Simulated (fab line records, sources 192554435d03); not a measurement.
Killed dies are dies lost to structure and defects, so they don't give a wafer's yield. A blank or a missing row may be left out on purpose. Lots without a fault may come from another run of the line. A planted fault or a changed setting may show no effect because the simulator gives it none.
fab line records | flow n5_finfet
record lots=3 wafers=9 last_day=16
route steps=1938 shown BEOL_M2@846 BEOL_M4@1111 PASSIVATION@1936
lots that met no fault: from a run of the same line without faults
start_h: hours from the record's first day to the start of the lot's first wafer shown | wait_h: hours since the lot's step before | " the same as in the row above | L1.1+2: a row that stands for several wafers | - no value, or no start given | * or withheld: withheld | < > ~ a bound
route shown NAME@n: a module of which the file shows steps, and the number in the route of the first | usual: mean/standard deviation of fault-free wafers | same: alike in all rows | chamber/n: place in a boat | sites: the reading at each site | _std_site: their standard deviation | _edge_site: outer sites' mean less inner sites' | radius_mm: how far each site lies from the wafer's centre | mask NAME#n: copy n | behind: the tool/chamber that last shaped the wafer | hold: why the lot was held/for how many hours/how that ended | device: the transistor (n, p or np) that didn't switch | end of line: the same wafers' tests at the end of the route | a step without rows: its recipe alone | killed: dies lost to structure and defects at the first sort, not the wafer's yield | map: a wafer's dies, x killed, . not, _ none there
set.NAME: the setting as run; set.NAME@STEP: as run at that earlier step | model.NAME: the simulator's own value behind a step, which no gauge read
lots at some steps of the route; a table a step, a row a wafer
services: from which hour (start_h, from the record's first day; less than 0 if before it) a tool's chamber was out of use, for how many hours, and why
## steps
# step N5_BEOL_M2_COAT_62
# recipe resist=SiARC temp_c=220 time_s=60 spin_rpm=1500 resist_thk_nm=12
# step N5_BEOL_M2_COAT_73
# recipe resist=underlayer temp_c=205 time_s=60 spin_rpm=1500 resist_thk_nm=5
# step N5_BEOL_M2_COAT_05
# recipe resist=CAR-EUV spin_rpm=1500 resist_thk_nm=30
# step N5_BEOL_M2_EBR_07
# recipe solvent=PGMEA ebr_width_mm=1.5
# step N5_BEOL_M2_SOFTBAKE_06
# recipe temp_c=110 time_s=60 resist=CAR-EUV
# step N5_BEOL_M2_EXPOSE_08
# recipe mask_id=M2 na=0.33 source_shape=dipole sigma_inner=0.369 sigma_outer=0.767 polarization=unpolarized dose_mj=41.25
# step N5_BEOL_M2_PEB_09
# recipe peb_temp_c=100 peb_time_s=60 resist=CAR-EUV
# step N5_BEOL_M2_DEVELOP_10
# recipe develop_time_s=30 developer=TMAH resist=CAR-EUV rinse_liquid=surfactant_rinse dry=air_spin dev_temp_c=23
# step N5_BEOL_M2_DESCUM_16
# recipe chemistry=O2 time_s=7 source_power_w=50 bias_power_w=20 pressure_mtorr=20 rf_frequency_hz=2.712e+07 temp_c=40 resist=CAR-EUV o2_flow_sccm=225
# step N5_BEOL_M2_ETCH_74
# recipe chemistry=N2/H2 target=underlayer target_depth_a=65 mask_material=CAR-EUV time_s=5.2 ion_energy_ev=200 pressure_mtorr=30 source_w=840 bias_w=150 n2_flow_sccm=200 h2_flow_sccm=200 ends=cleared
# usual drypump_motor_current_A=5.7/0.53 etch_rf_on_time_s=5.13/0.14 oes_product_au=0.67/0.07 rf_vpp_V=523.1/2.9 showerhead_plenum_p_Torr=2.51/0.093 throttle_valve_pct=17.93/0.23
# columns lot.wafer tool chamber start_h wait_h drypump_motor_current_A etch_rf_on_time_s oes_product_au rf_hours_counter_h rf_vpp_V showerhead_plenum_p_Torr throttle_valve_pct
L157.2 rie_diel-06 2 139.63 0.0 5.6 5.00 0.79 14 525.1 2.58 17.41
L157.5 " 2 " " 5.6 5.02 0.80 - 525.2 2.58 17.44
L157.6 " 3 " " 5.1 5.04 0.82 - 524.5 2.50 17.67
L166.1 rie_diel-06 0 192.63 0.0 6.5 5.31 0.57 246 521.7 2.51 18.22
L166.3 " 1 " " 5.6 5.11 0.62 188 518.9 2.31 17.94
L166.4 " 2 " " 5.6 4.99 0.78 28 527.1 2.57 17.47
L170.1 rie_diel-04 3 225.79 0.0 4.9 5.04 0.61 175 521.3 2.43 18.15
L170.2 " 0 " " 6.0 5.22 0.63 149 525.7 2.66 18.17
L170.4 " 2 " " 4.9 5.46 0.59 221 526.5 2.62 17.92
# step N5_BEOL_M2_ETCH_63
# recipe chemistry=CF4 target=SiARC target_depth_a=156 mask_material=CAR-EUV time_s=26 ion_energy_ev=80 pressure_mtorr=40 source_w=545 bias_w=36 Ar_flow_sccm=100 cf4_flow_sccm=100 ends=cleared
# step N5_BEOL_M2_ETCH_64
# recipe chemistry=N2/H2 target=SOC target_depth_a=750 overetch_a=225 mask_material=SiARC temp_c=40 time_s=121.9 ion_energy_ev=200 pressure_mtorr=30 source_w=840 bias_w=150 n2_flow_sccm=200 h2_flow_sccm=200
# step N5_BEOL_M2_STRIP_65
# recipe chemistry=N2/H2 temp_c=40 n2_flow_sccm=200 h2_flow_sccm=200 rf_frequency_hz=6e+07
# step N5_BEOL_M2_STRIP_75
# recipe chemistry=N2/H2 temp_c=40 n2_flow_sccm=200 h2_flow_sccm=200 rf_frequency_hz=6e+07
# step N5_BEOL_M2_STRIP_66
# recipe chemistry=CF4 resist=SiARC power_w=300 bias_power_w=75 pressure_mtorr=50 cf4_flow_sccm=150 rf_frequency_hz=6e+07
# step N5_BEOL_M2_HM_OPEN_17
# recipe chemistry=Cl2/BCl3 target_depth_a=200 overetch_a=60 target=TiN mask_material=SOC ion_energy_ev=150 pressure_mtorr=10 icp_w=1000 bias_w=126 Cl2_flow_sccm=53.25 bcl3_flow_sccm=21.75 Ar_flow_sccm=25
# step N5_BEOL_M2_STRIP_19
# recipe chemistry=O2 power_w=400 temp_c=40 pressure_mtorr=30 rf_frequency_hz=6e+07 bias_power_w=0 overash_fraction=0.2 o2_flow_sccm=225
# step N5_BEOL_M2_COAT_67
# recipe resist=SOC temp_c=250 time_s=60 spin_rpm=1500 resist_thk_nm=60
# step N5_BEOL_M2_COAT_68
# recipe resist=SiARC temp_c=220 time_s=60 spin_rpm=1500 resist_thk_nm=12
# step N5_BEOL_M2_COAT_76
# recipe resist=underlayer temp_c=205 time_s=60 spin_rpm=1500 resist_thk_nm=5
# step N5_BEOL_M2_COAT_22
# recipe resist=CAR-EUV spin_rpm=1500 resist_thk_nm=30
# step N5_BEOL_M2_EBR_24
# recipe solvent=PGMEA ebr_width_mm=1.5
# step N5_BEOL_M2_SOFTBAKE_23
# recipe temp_c=110 time_s=60 resist=CAR-EUV
# step N5_BEOL_M2_EXPOSE_25
# recipe mask_id=V1 na=0.33 source_shape=quasar sigma_inner=0.2 sigma_outer=0.8 polarization=unpolarized defocus_nm=5 dose_mj=63
# step N5_BEOL_M2_PEB_26
# recipe peb_temp_c=100 peb_time_s=60 resist=CAR-EUV
# step N5_BEOL_M2_DEVELOP_27
# recipe develop_time_s=30 developer=TMAH resist=CAR-EUV rinse_liquid=surfactant_rinse dry=air_spin dev_temp_c=23
# step N5_BEOL_M2_INSPECT_30
# recipe mode=adi inspect_instrument=brightfield
# usual raw_defect_count=394/91
# columns lot.wafer tool chamber start_h wait_h raw_defect_count
L157.2 defect_inspect-01 - 140.53 0.1 356
L157.5 " - " " 241
L157.6 " - " " 407
L166.1 defect_inspect-01 - 193.50 0.1 1272
L166.3 " - " " 437
L166.4 " - " " 598
L170.1 defect_inspect-01 - 226.68 0.1 657
L170.2 " - " " 609
L170.4 " - " " 436
# step N5_BEOL_M2_DESCUM_33
# recipe chemistry=O2 time_s=7 source_power_w=50 bias_power_w=20 pressure_mtorr=20 rf_frequency_hz=2.712e+07 temp_c=40 resist=CAR-EUV o2_flow_sccm=225
# step N5_BEOL_M4_RC_MEAS_101
# usual DIBL_N=35.9/1.9 DIBL_P=35.8/2.4 IOFF_N=0.15/0.031 IOFF_P=0.21/0.037 ION_N=672/13 ION_P=462/8.3 SS_N=71.5/0.72 SS_P=73.2/0.67 VT_N=250/3.4 VT_P=-250/3.4
# columns lot.wafer tool chamber start_h wait_h DIBL_N[mV/V] DIBL_P[mV/V] IOFF_N[nA/um] IOFF_P[nA/um] ION_N[uA/um] ION_P[uA/um] SS_N[mV/dec] SS_P[mV/dec] VT_N[mV] VT_P[mV]
L157.2 prober-01 0 176.76 0.2 33.4 33.5 0.11 0.19 653 460 70.2 72.6 254 -249
L157.5 " 0 " " 34.8 35.1 0.13 0.21 664 465 71.0 73.1 251 -248
L157.6 " 0 " " 36.4 37.7 0.17 0.27 670 473 71.2 73.5 251 -244
L166.1 prober-01 0 225.61 0.0 34.0 34.9 0.12 0.18 662 458 70.9 72.8 252 -252
L166.3 " 0 " " 35.9 34.7 0.14 0.17 649 443 72.2 73.1 252 -254
L166.4 " 0 " " 37.3 38.4 0.19 0.23 693 468 71.4 73.0 244 -248
L170.1 prober-01 0 261.27 0.0 34.7 34.6 0.13 0.17 683 461 71.6 72.8 251 -254
L170.2 " 0 " " 35.5 34.5 0.13 0.17 672 453 71.2 72.5 253 -254
L170.4 " 0 " " 35.3 35.2 0.12 0.18 668 458 71.0 73.2 254 -255
# step N5_PASSIVATION_PROBE_49
# usual defect_limited_yield=91.6/1.2 killed_at_M0_to_M3=33/9.4 killed_at_M4_up=13/5.2 killed_at_contacts=13/5.6 killed_at_front_end=37/9.5 killed_at_other=4/3.1 killed_dies=99/15 killed_on_rim=13/3.6 killed_open=65/11 killed_short=32/7.5 sort_bin_5_function=4.9/0.77 sort_bin_6_memory=3.1/0.65 sort_n_pass=1081/15 sort_yield_pct=91.6/1.2
# same gross_dies=1180 killed_at_back_side=0 sort_bin_4_leakage[%]=0 sort_bin_8_speed[%]=0
# columns lot.wafer tool chamber start_h wait_h defect_limited_yield[%] killed_at_M0_to_M3 killed_at_M4_up killed_at_contacts killed_at_front_end killed_at_other killed_dies killed_on_rim killed_open killed_short sort_bin_5_function[%] sort_bin_6_memory[%] sort_n_pass sort_yield_pct[%]
L166.1 prober-01 - 339.76 0.0 82.5 172 10 2 18 5 207 10 42 23 10.6 4.2 973 82.5
L170.2 prober-02 - 374.41 0.1 91.5 29 15 16 39 1 100 14 69 30 4.7 3.4 1080 91.5
# killed by level:class
L166.1 BEOL_M2:unspecified=142 BEOL_M0_SAQP:geometric_particle:open=9 BEOL_M0_SAQP:geometric_particle:short=9 STI_FIN_REVEAL:geometric_particle:open=6 BEOL_M4:geometric_particle:open=6 BEOL_M3:geometric_particle:open=5 FIN_SAQP:geometric_particle:open=4 BEOL_M2:geometric_particle:open=4
L170.2 MOL_CONTACT_COAG:geometric_particle:open=12 STI_FIN_REVEAL:geometric_particle:open=11 BEOL_M4:geometric_particle:open=10 BEOL_M3:geometric_particle:open=9 GATE_CUT:geometric_particle:short=6 BEOL_M0_SAQP:geometric_particle:open=6 FIN_SAQP:geometric_particle:open=4 MOL_CONTACT_COAG:geometric_particle:short=4
# map L166.1 (x killed, . not)
_________________x...........________________
______________.................._____________
___________.............x.......x..__________
__________x.........x..............._________
________........................x....._______
_______........x.......x...............______
______.................................._____
_____.......x......x.....................____
____..........x..xx.......................___
___..............................x.........__
___..........................x..xx.........__
__x..............x.........................._
__x................x...x...................._
_...........x....x.x.........................
_.............x.................x..........xx
_........x................x..................
_....................x.x..x...x..............
_......x.....................................
_..........x......x..x.......x...............
_..x.......................x.x..........x.x..
_................x...x.........x..x....x.....
__..x.x...x...xx.xxxx.x.x..................._
__..........x.xxxxxxxxxxxx.............x...._
___...x......xxxxxxxxxxxxx..............x..__
___.......x.xxxxxxxxxxxxxx.................__
____.........xxxxxxxxxxxxx.....x..........___
_____.......xxxxxxxxxxxxxxx..............____
______x....xxxxxxxxxxxxxx.xx............_____
_______....x..xxxxxxxxxxx..x...........______
________..x..x.xxxxxxxxxxxx..........._______
__________..xxxxxxxxxxxxxx.........._________
___________....xxxxxxxxx...x.......__________
______________.x..xx...x........_____________
_________________.x..........________________
# map L157.6 (x killed, . not)
_________________x...........________________
______________.................x_____________
___________.......x....x...........__________
__________x........x.......x........_________
________..........x..................._______
_______..........x................x..x.______
______..........................x....x.._____
_____x...xx........x...x..x...x..........____
____.............xx..........x....x..x.x..___
___x.......................x...............__
___..........................x..........x..__
__..x..x...................................._
__............x...x................x........_
_........x...............................x.x.
_..x.........xx....x.......................x.
_..............x...x.xx......x.x........x....
_.....x.........x....x.......x...............
_...........x...............x................
_.x..x...x..............................x...x
_.............................x.x......x.....
_.............x..............xx..............
__....x..x......x.x..............x.........._
__.x.........x...........x.x.............x.._
___x.....x.....x......x.....x..............__
___........xx...........xx..x.x....x..x..x.__
____.........................x.......xx..x___
_____...x................................____
______............x.x.........xx...x...._____
_______........x.................x..x.x______
________......................x......._______
__________x.....................x.x._________
___________x...........x.....x.....__________
______________.................._____________
_________________............________________
## services
# columns tool chamber start_h hours kind
rie_diel-04 0 167.03 32.6 repair
rie_diel-04 3 191.39 5.6 repair
rie_diel-06 0 204.57 - clean
rie_diel-06 0 204.57 - consumable_replace:focus_ring
rie_diel-06 0 204.57 14.5 scheduled_down
rie_diel-06 0 204.57 14.5 vent_cycle
## key
first_sign step=N5_BEOL_M2_INSPECT_30 reading=raw_defect_count direction=up sigmas=9.6 usual=394 struck=1272
effect step=N5_PASSIVATION_PROBE_49 reading=killed_at_M0_to_M3 direction=up sigmas=15 usual=33 struck=172
more_kills_born_at N5_BEOL_M2_ETCH_74@rie_diel-06=142
met_at N5_BEOL_M2_ETCH_74
struck_wafers L166.1
fault kind=chamber_particle_source tool=rie_diel-06 chamber=0 onset_h=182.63 steps=N5_BEOL_M2_ETCH_74 rate_per_visit_cm2=1.3397 end_h=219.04
